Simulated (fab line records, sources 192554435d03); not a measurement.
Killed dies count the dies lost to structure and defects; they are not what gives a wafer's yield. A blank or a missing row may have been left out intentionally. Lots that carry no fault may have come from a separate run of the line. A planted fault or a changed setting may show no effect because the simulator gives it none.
Comparing a struck lot with a sound one || flow n5-finfet || 13 out of 1938 route steps
Sound: the wafers L966.3, L966.4, L966.5. Struck: wafers L970.1, L970.2, L970.6. At the end, the cause is stated.
Each step with rows lists, per side, the tool, then ch with its chambers, then its first start. Under that, the readings that differ: sound wafers || struck wafers || difference of the means || sigmas: that difference in standard deviations of wafers without a fault.
alike: same words and numbers on both sides, and readings whose means sit less than 2 such deviations apart. not compared: any withheld reading, any reading some wafer has no value for, any bound like >300 that may hide the same value, and any number with overlapping values for which the record gives no deviation.
The two part at a step that has a row with sigmas, a row that says differs or no value, or rows on one side only. Numbers that don't overlap but have no deviation are shown without sigmas and don't part them. A reading missing from all wafers of one side parts the sides only when that side holds two or more wafers.

first, 9 steps without rows for these wafers: N5_BEOL_M0_SAQP_COAT_87 (time 60 s, resist thk 5 nm); N5_BEOL_M0_SAQP_COAT_34 (resist thk 30 nm); N5_BEOL_M0_SAQP_EBR_36; N5_BEOL_M0_SAQP_SOFTBAKE_35 (time 60 s); N5_BEOL_M0_SAQP_EXPOSE_37 (exposes mask M0 CUT1, target cd 30 nm); N5_BEOL_M0_SAQP_PEB_38 (peb time 60 s); N5_BEOL_M0_SAQP_DEVELOP_39 (develop time 30 s); N5_BEOL_M0_SAQP_DESCUM_45 (chemistry O2, time 7 s); N5_BEOL_M0_SAQP_ETCH_88 (etches underlayer in N2/H2, target depth 6.5 nm, time 5.2 s).
N5_BEOL_M0_SAQP_ETCH_73: etches SiARC in CF4, target depth 19.5 nm, time 32.5 s.
  sound on rie-diel-05 ch 2,3, day 7 05:41; struck on rie-diel-03 ch 0,1, day 8 04:17
  no value came back on the struck wafers for any of 8 readings (bias-w (W), cf4-flow-sccm (sccm) and others); on the sound wafers bias-w (W) reads 36.09 36.05 36.09
  not compared: rf-hours-counter-h
then, 1 step without rows for these wafers: N5_BEOL_M0_SAQP_CUT_ETCH_46 (etches SOC in N2/H2, target depth 135 nm, overetch 27 nm, time 202.5 s).
N5_BEOL_M4_RC_MEAS_101:
  the record has rows for the sound wafers here (prober-02 ch 0, day 10 00:11) and none for the struck ones
-- the record jumps here: 7 days lie between the struck wafers' starts before and after (it left off in module BEOL_M4 and takes up again in module PASSIVATION, whose first step shown is number 1936 of the route) --
N5_PASSIVATION_PROBE_49:
  sound on prober-02, day 14 03:11; struck on prober-02, day 14 19:43
{"reading": "defect-limited-yield (%)", "sound": "91.3 90.7 92.9", "struck": "0 0 0", "difference": -92, "sigmas": -65}
{"reading": "killed_at_M0_to_M3", "sound": "29 31 23", "struck": "1121 1115 1121", "difference": "+1091", "sigmas": "+99 or more"}
{"reading": "killed_at_M4_up", "sound": "20 32 13", "struck": "5 8 14", "difference": -13, "sigmas": -2}
{"reading": "killed-dies", "sound": "103 110 84", "struck": "1180 1180 1180", "difference": "+1081", "sigmas": "+68"}
{"reading": "killed-on-rim", "sound": "13 12 10", "struck": "152 152 152", "difference": "+140", "sigmas": "+34"}
{"reading": "sort_bin_5_function (%)", "sound": "4.4 5.3 4.1", "struck": "96.4 96.8 95.9", "difference": "+91.8", "sigmas": "+99 or more"}
{"reading": "sort-n-pass", "sound": "1077 1070 1096", "struck": "0 0 0", "difference": -1081, "sigmas": -68}
  alike: killed-at-contacts, killed-at-front-end, killed-at-other, killed-open, killed-short, sort_bin_6_memory, sort_bin_8_speed

== WHERE THEY PART ==
At N5_BEOL_M0_SAQP_ETCH_73 first; at N5_PASSIVATION_PROBE_49 last (within this record only).

WHY: the cause the simulator had injected
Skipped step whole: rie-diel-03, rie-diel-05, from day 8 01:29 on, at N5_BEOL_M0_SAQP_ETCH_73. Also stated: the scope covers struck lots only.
